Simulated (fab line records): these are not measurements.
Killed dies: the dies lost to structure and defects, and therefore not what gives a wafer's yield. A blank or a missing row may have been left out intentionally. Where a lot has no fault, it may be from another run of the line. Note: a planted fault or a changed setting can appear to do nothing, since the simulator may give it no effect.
Matching of chambers -- flow n5_finfet -- N5_GATE_CUT_HM_DEP_46 on pecvd-01: 3 sister chambers
The step deposits SiO2 from TEOS/O2, target thk 130 nm, time 26.6 s. 14 wafers are shown with their chamber, then 7 later ones without.

== WAFERS WITH THEIR CHAMBER ==
wafer,chamber,throttle_valve_pct (%),showerhead_plenum_p_Torr (Torr),heater_power_w (W)
L075.1,1,18.6,8.30,705
L075.4,1,18.5,8.31,544
L075.5,2,17.1,8.35,637
L076.2,2,17.4,8.35,641
L076.3,2,16.8,8.33,650
L076.6,2,16.9,8.37,651
L086.2,2,17.1,8.33,698
L086.3,1,18.3,8.30,643
L086.5,1,18.5,8.32,636
L087.2,2,17.3,8.34,593
L087.3,0,18.4,8.34,626
L087.6,1,18.6,8.33,619
L088.1,1,18.5,8.33,664
L088.3,0,18.5,8.34,545

SIGNATURES, as means of the wafers listed above
reading,chamber 0,chamber 1,chamber 2,scatter within a chamber
throttle_valve_pct,18.450,18.500,17.100,0.172
showerhead_plenum_p_Torr,8.3400,8.3150,8.3450,0.0138
heater_power_w,585.50,635.17,645.00,46
Rule: a wafer lies at a distance from a chamber equal to the root of the sum of squares, over the readings, of (its reading less the chamber's mean, divided by the reading's scatter). The wafer belongs to the nearest chamber; if the next one is less than 2 further off, it can't be placed. How the scatter is found: for the shown wafers, subtract from each reading the mean of its chamber, square and add these, divide the total by (wafers less chambers), then take the root.

== WAFERS WITH NO CHAMBER GIVEN ==
wafer,throttle_valve_pct (%),showerhead_plenum_p_Torr (Torr),heater_power_w (W)
L088.4,18.5,8.34,548
L095.1,18.6,8.32,657
L095.2,18.2,8.35,689
L095.4,18.6,8.32,642
L096.2,17.2,8.33,644
L096.4,18.4,8.36,615
L096.5,17.0,8.35,653

== CHAMBER TAKEN BY EACH ==
wafer,from the rows above,in truth
L088.4,can't be placed: 0 or 1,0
L095.1,can't be placed: 1 or 0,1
L095.2,can't be placed: 0 or 1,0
L095.4,can't be placed: 1 or 0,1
L096.2,2,2
L096.4,can't be placed: 0 or 1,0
L096.5,2,2
Placed correctly: 2 of 7. These rows do not allow placing 5 (true chamber among the candidates in 5). Wrongly placed: 0.
